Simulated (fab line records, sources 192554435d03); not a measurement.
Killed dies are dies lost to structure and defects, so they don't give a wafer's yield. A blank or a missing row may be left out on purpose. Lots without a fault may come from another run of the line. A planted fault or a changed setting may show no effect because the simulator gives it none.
A struck lot beside a sound one | flow n5_finfet | 23 steps out of a route of 1938
Sound: wafers L684.1, L684.3, L684.4. Struck: wafers L692.1, L692.4, L692.6. The cause comes at the end.
At each step with rows: each side's tool, then ch and its chambers, then its first start. Under that, the readings that differ: sound wafers | struck wafers | difference of the means | sigmas: that difference in standard deviations of wafers without a fault.
alike: readings whose means differ by less than 2 such deviations, and words and numbers that are the same on both sides. not compared: withheld readings, readings that some wafer has no value for, bounds like >300 that may hide the same value, and numbers for which the record gives no deviation and whose values overlap.
The two part at a step that has a row with sigmas, a row that says differs or no value, or rows on one side only. Numbers that don't overlap but have no deviation are shown without sigmas and don't part them. A reading that every wafer of one side lacks parts them only if that side has two wafers or more.

first, 10 steps without rows for these wafers: N5_BEOL_M0_SAQP_DESCUM_19 (chemistry O2, time 7.9 s); N5_BEOL_M0_SAQP_ETCH_83 (etches SiARC in CF4, target depth 39 nm, time 65 s); N5_BEOL_M0_SAQP_ETCH_84 (etches SOC in N2/H2, target depth 100 nm, overetch 20 nm, time 150 s); N5_BEOL_M0_SAQP_STRIP_80 (strips in N2/H2); N5_BEOL_M0_SAQP_HM_OPEN_112 (chemistry CHF3/O2, target SiO2, stops on a-Si, target depth 12 nm, time 13.5 s); N5_BEOL_M0_SAQP_STRIP_113 (strips in CHF3/O2); N5_BEOL_M0_SAQP_MANDREL_ETCH_20 (etches a-Si in HBr/Cl2, stops on SiNx, target depth 60 nm, bt time 10 s, time 30 s); N5_BEOL_M0_SAQP_STRIP_86 (strips in N2/H2); N5_BEOL_M0_SAQP_STRIP_115 (strips in post etch residue remover, time 60 s); N5_BEOL_M0_SAQP_SRD_93 (time 30 s).
N5_BEOL_M0_SAQP_RECESS_114: chemistry HF/NH3, target SiO2, target depth 14.4 nm, afs cycles 3, sublimation time 60 s.
  sound on vapor_etch-01 ch 0,1, day 7 00:36; struck on vapor_etch-02 ch 1, day 9 01:58
  no value came back on the struck wafers for afs_cycles, drypump_motor_current_A (A), sublimation_temp_c (C); on the sound wafers afs_cycles reads 3 3 3
  reading                                           | sound        | struck         | difference | sigmas
  model.SiO2_of_BEOL_M0_SAQP_HM_DEP_111.thk_nm (nm) | 0 0 0        | 11.8 11.6 11.8 | +11.7      |
  model.SiNx_of_BEOL_M0_SAQP_PECVD_97.thk_nm (nm)   | 15.4 15.4 16 | 17.6 17.6 18   | +2.1       |
then, 8 steps without rows for these wafers: N5_BEOL_M0_SAQP_SPACER1_ALD_98 (deposits SiO2, target thk 12.8 nm, pulse time 1 s, purge time 2 s); N5_BEOL_M0_SAQP_SPACER1_ETCHBACK_99 (etches SiO2 in CHF3/O2, target depth 15.4 nm, time 7.7 s); N5_BEOL_M0_SAQP_MANDREL1_REMOVE_100 (chemistry HBr/Cl2/O2, target a-Si, stops on SiNx, bt time 10 s); N5_BEOL_M0_SAQP_ETCH_101 (etches SiNx in CH3F/O2, target depth 29.9 nm, time 42.7 s); N5_BEOL_M0_SAQP_ETCH_102 (etches SiO2 in CF4, target depth 4 nm, time 4.4 s); N5_BEOL_M0_SAQP_MANDREL_ETCH_103 (etches a-Si in HBr/Cl2, stops on SiCN, target depth 45 nm, bt time 10 s, time 27 s); N5_BEOL_M0_SAQP_RECESS_104 (chemistry HF/NH3, target SiO2, target depth 18 nm, afs cycles 3, sublimation time 60 s); N5_BEOL_M0_SAQP_COAT_105 (time 60 s, resist thk 100 nm).
N5_BEOL_M0_SAQP_ETCH_106: etches SOC in N2/H2, stops on SiNx, target depth 150 nm.
  sound on rie_diel-02 ch 0,2,3, day 7 03:01; struck on rie_diel-05 ch 1,2,3, day 9 03:47
  reading                                         | sound      | struck         | difference | sigmas
  model.SiNx_of_BEOL_M0_SAQP_PECVD_97.thk_nm (nm) | 15 15 15.4 | 17.2 17.2 17.6 | +2.2       |
  alike: drypump_motor_current_A, oes_product_au, rf_vpp_V, showerhead_plenum_p_Torr, throttle_valve_pct
  not compared: rf_hours_counter_h
then, 1 step without rows for these wafers: N5_BEOL_M0_SAQP_ETCH_107 (etches SiNx in CH3F/O2, target depth 30 nm).
N5_BEOL_M4_RC_MEAS_101:
  the record has rows for the sound wafers here (prober-01 ch 0, day 9 21:33) and none for the struck ones
-- the record jumps here: 8 days lie between the struck wafers' starts before and after (it left off in module BEOL_M4 and takes up again in module PASSIVATION, whose first step shown is number 1936 of the route) --
N5_PASSIVATION_PROBE_49:
  the record has rows for the struck wafers here (prober-01, day 17 08:02) and none for the sound ones

WHERE THEY PART
First at N5_BEOL_M0_SAQP_RECESS_114; last, within this record, at N5_PASSIVATION_PROBE_49.

WHY: what the simulator had put in
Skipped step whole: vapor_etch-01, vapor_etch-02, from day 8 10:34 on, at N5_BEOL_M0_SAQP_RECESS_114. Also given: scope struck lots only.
